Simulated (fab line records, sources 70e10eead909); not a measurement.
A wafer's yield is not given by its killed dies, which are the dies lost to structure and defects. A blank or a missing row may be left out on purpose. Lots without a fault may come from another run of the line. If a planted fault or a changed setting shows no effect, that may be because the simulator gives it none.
A lot that was struck, set against a sound lot | flow nandHarc | 15 out of 1302 route steps
Sound: these wafers, L791.1, L791.2, L791.5. Struck: wafers L786.1, L786.4. (L786.2 of the same lot was not struck and is left out.) The cause comes at the end.
Per side, at each step with rows, come the tool, then ch with its chambers, and then its first start. Under that, the readings that differ: sound wafers | struck wafers | difference of the means | sigmas: that difference in standard deviations of wafers without a fault.
alike: same words and numbers on both sides, and readings whose means sit less than 2 such deviations apart. not compared: any withheld reading, any reading some wafer has no value for, any bound like >300 that may hide the same value, and any number with overlapping values for which the record gives no deviation.
A row with sigmas, a row that says differs or no value, or rows on one side alone: a step with any of these is where the two part. Numbers that have no deviation but don't overlap get no sigmas and don't part them. A reading missing from all wafers of one side parts the sides only when that side holds two or more wafers.

first, 4 steps without rows for these wafers: NHARC_P_M1_EBR_05; NHARC_P_M1_EXPOSE_06 (exposes mask P M1, target cd 130 nm); NHARC_P_M1_PEB_07 (peb time 65 s); NHARC_P_M1_DEVELOP_08 (develop time 35 s).
NHARC_P_M1_CD_MEAS_09: target cd 130 nm.
  sound on cdSem-01 ch 0, day 12 10:40; struck on cdSem-02 ch 0, day 9 23:36
  alike: cdNm
NHARC_P_M1_OVL_MEAS_10: pitch 260 nm.
  sound on overlay-02, day 12 10:45; struck on overlay-01, day 9 23:41
  alike: overlayXNm, overlayYNm
NHARC_P_M1_INSPECT_11:
  sound on defectInspect-02, day 12 10:47; struck on defectInspect-02, day 9 23:43
  alike: rawDefectCount
NHARC_P_M1_DESCUM_14: chemistry O2, time 3 s.
  sound on rieDiel-13 ch 0,2,3, day 12 10:52; struck on rieDiel-13 ch 1,2, day 9 23:47
  alike: drypumpMotorCurrentA, oesProductAu, rfVppV, showerheadPlenumPTorr, throttleValvePct
  not compared: rfHoursCounterH
NHARC_P_M1_ETCH_35: etches the open film in N2/H2, target depth 40 nm, overetch 12 nm, time 43.94 s.
  sound on rieDiel-13 ch 0,1,2, day 12 10:56; struck on rieDiel-13 ch 2,3, day 9 23:52
reading             | sound             | struck      | difference | sigmas
oesProductAu (a.u.) | 0.990 1.002 0.996 | 0.989 0.975 | -0.014     | -2
  alike: drypumpMotorCurrentA, n2FlowSccm, rfVppV, showerheadPlenumPTorr, throttleValvePct
  not compared: rfHoursCounterH
NHARC_P_M1_ETCH_15: etches the open film in C4F8/Ar, target depth 182.5 nm, time 91.2 s.
  sound: rieDiel-13 ch 0,1,3; struck: rieDiel-13 ch 2,3
  alike: oesProductAu, rfVppV
  not compared: rfHoursCounterH
NHARC_P_M1_CD_MEAS_16:
  sound on cdSem-02, day 12 11:09; struck on cdSem-03, day 10 00:05
  alike: cdNm
NHARC_P_M1_STRIP_18: strips in N2/H2.
  sound on rieDiel-13 ch 0,3, day 12 11:14; struck on rieDiel-06 ch 2,3, day 10 00:10
  alike: drypumpMotorCurrentA, n2FlowSccm, oesProductAu, rfVppV, showerheadPlenumPTorr, throttleValvePct
  not compared: rfHoursCounterH
NHARC_P_M1_ETCH_28: etches the open film in CF4/N2, target depth 30 nm, time 72.99 s.
  sound on rieDiel-13 ch 0,1,2, day 12 11:28; struck on rieDiel-06 ch 2,3, day 10 00:25
reading             | sound             | struck      | difference | sigmas
oesProductAu (a.u.) | 1.002 1.002 1.008 | 0.864 0.865 | -0.139     | -19
  alike: drypumpMotorCurrentA, n2FlowSccm, rfVppV, showerheadPlenumPTorr, throttleValvePct
  not compared: rfHoursCounterH
then, 1 step without rows for these wafers: NHARC_P_M1_STRIP_19 (strips in post etch residue remover, time 600 s).
-- the record jumps here: 18 days lie between the struck wafers' starts before and after (it left off in module P_M1 and takes up again in module END, whose first step shown is number 1302 of the route) --
NHARC_END_SORT_01:
  sound on prober-01 ch 0, day 30 01:19; struck on prober-01 ch 0, day 28 08:08
  alike: defectLimitedYield, killedAtArray, killedAtOther, killedAtPeriphery, killedDies, killedOpen, killedShort, sort_bin_2_pct, sort_bin_3_pct, sort_bin_4_pct, sortNPass, sortRimYieldPct, sortYieldPct

## WHERE THEY PART
Last at NHARC_P_M1_ETCH_28 as far as this record goes, first at NHARC_P_M1_ETCH_35. Later steps at which nothing parts them and some readings are alike: NHARC_END_SORT_01.

WHY: the cause the simulator had injected
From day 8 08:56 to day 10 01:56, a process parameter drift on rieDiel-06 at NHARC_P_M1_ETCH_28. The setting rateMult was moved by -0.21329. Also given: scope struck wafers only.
